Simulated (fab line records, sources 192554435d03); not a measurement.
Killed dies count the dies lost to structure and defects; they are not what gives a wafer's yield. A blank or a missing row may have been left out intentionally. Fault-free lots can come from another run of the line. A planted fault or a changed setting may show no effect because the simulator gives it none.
Struck lot and sound lot, side by side / flow n5-finfet / 15 out of 1938 route steps
Sound: these wafers, L745.1, L745.2, L745.3. Struck: wafer L756.4. (L756.1, L756.5 of the same lot were not struck and are left out.) The cause comes at the end.
Each step with rows lists, per side, the tool, then ch with its chambers, then its first start. Under that, the readings that differ: sound wafers / struck wafers / difference of the means / sigmas: that difference in standard deviations of wafers without a fault.
alike: a reading whose means differ by less than 2 such deviations, as well as words and numbers matching on both sides. not compared: withheld readings; readings where some wafer has no value; bounds like >300 that might hide an equal value; numbers whose values overlap and for which the record gives no deviation.
A row with sigmas, a row that says differs or no value, or rows on one side alone: a step with any of these is where the two part. Non-overlapping numbers with no deviation appear without sigmas and do not part them. A reading that every wafer of one side lacks parts them only if that side has two wafers or more.

N5_START_INSPECT_01: inspects for defects (unpatterned scan).
  sound: defect-inspect-01 at day 2 12:02; struck: defect-inspect-02 at day 5 06:02
  alike: raw-defect-count
then, 2 steps without rows for these wafers: N5_ZERO_LAYER_PRECLEAN_00 (cleans in SPM, time 600 s); N5_ZERO_LAYER_SRD_01 (time 30 s, dry time 30 s).
N5_ZERO_LAYER_PECVD_02: deposits SiO2 from SiH4/N2O, target thk 10 nm, time 6 s.
  sound on pecvd-02 ch 0,1,2, day 2 12:17; struck on pecvd-03 ch 1, day 5 06:17
  alike: heater-power-w, showerhead-plenum-p-Torr
then, 6 steps without rows for these wafers: N5_ZERO_LAYER_HMDS_04 (time 60 s); N5_ZERO_LAYER_COAT_05 (resist thk 1000 nm); N5_ZERO_LAYER_EBR_07; N5_ZERO_LAYER_SOFTBAKE_06 (time 90 s); N5_ZERO_LAYER_EXPOSE_08 (exposes mask ZERO, defocus 0 nm, target cd 2000 nm); N5_ZERO_LAYER_PEB_09.
N5_ZERO_LAYER_DEVELOP_10: develop time 60 s.
  sound on litho-track-05 ch 0, day 2 12:39; struck on litho-track-02 ch 0, day 5 06:40
reading=exhaust-pa (Pa); sound=42.7 44.9 44.2; struck=46.0; difference=+2.1; sigmas=+2
  alike: chill-plate-temp-C, developer-temp-C
then, 1 step without rows for these wafers: N5_ZERO_LAYER_HARDBAKE_23 (time 120 s).
N5_ZERO_LAYER_CD_MEAS_11 targets a cd of 2000 nm.
  sound on cd-sem-01 ch 0, day 2 12:46; struck on cd-sem-01 ch 0, day 5 06:46
reading=cd-nm (nm); sound=1998.7 1999.5 2000.2; struck=1991.9; difference=-7.6; sigmas=-5
N5_ZERO_LAYER_DESCUM_16: chemistry O2, time 7.9 s.
  sound on rie-diel-05 ch 0,2,3, day 2 12:48; struck on rie-diel-01 ch 3, day 5 06:49
reading=showerhead-plenum-p-Torr (Torr); sound=2.15 2.14 2.17; struck=2.02; difference=-0.13; sigmas=-3
  alike: drypump-motor-current-A, oes-product-au, rf-vpp-V, throttle-valve-pct
  not compared: rf-hours-counter-h
-- record jumps: 7 days separate the struck wafers' starts on either side; left off in module ZERO_LAYER, taken up again in module BEOL_M4, whose first shown step is the route's number 1111 --
N5_BEOL_M4_RC_MEAS_101:
  sound on prober-02 ch 0, day 8 23:53; struck on prober-01 ch 0, day 11 20:12
reading=DIBL_N (mV/V); sound=38.0 37.2 37.8; struck=33.9; difference=-3.8; sigmas=-3
reading=IOFF_N (nA/um); sound=0.181 0.161 0.179; struck=0.118; difference=-0.056; sigmas=-2
reading=IOFF_P (nA/um); sound=0.27 0.24 0.27; struck=0.18; difference=-0.08; sigmas=-2
reading=ION_P (uA/um); sound=467 472 478; struck=455; difference=-17; sigmas=-2
reading=SS_P (mV/dec); sound=73.6 73.4 73.7; struck=72.2; difference=-1.4; sigmas=-2
reading=VT_N (mV); sound=246.9 249.2 246.0; struck=255.4; difference=+8.0; sigmas=+3
  alike: DIBL_P, ION_N, SS_N, VT_P

WHERE THEY PART
Earliest at N5_ZERO_LAYER_DEVELOP_10; latest, in this record, at N5_BEOL_M4_RC_MEAS_101.

WHY: what the simulator had put in
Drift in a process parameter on litho-track-02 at N5_ZERO_LAYER_DEVELOP_10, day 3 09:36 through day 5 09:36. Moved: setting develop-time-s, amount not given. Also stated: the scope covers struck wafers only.
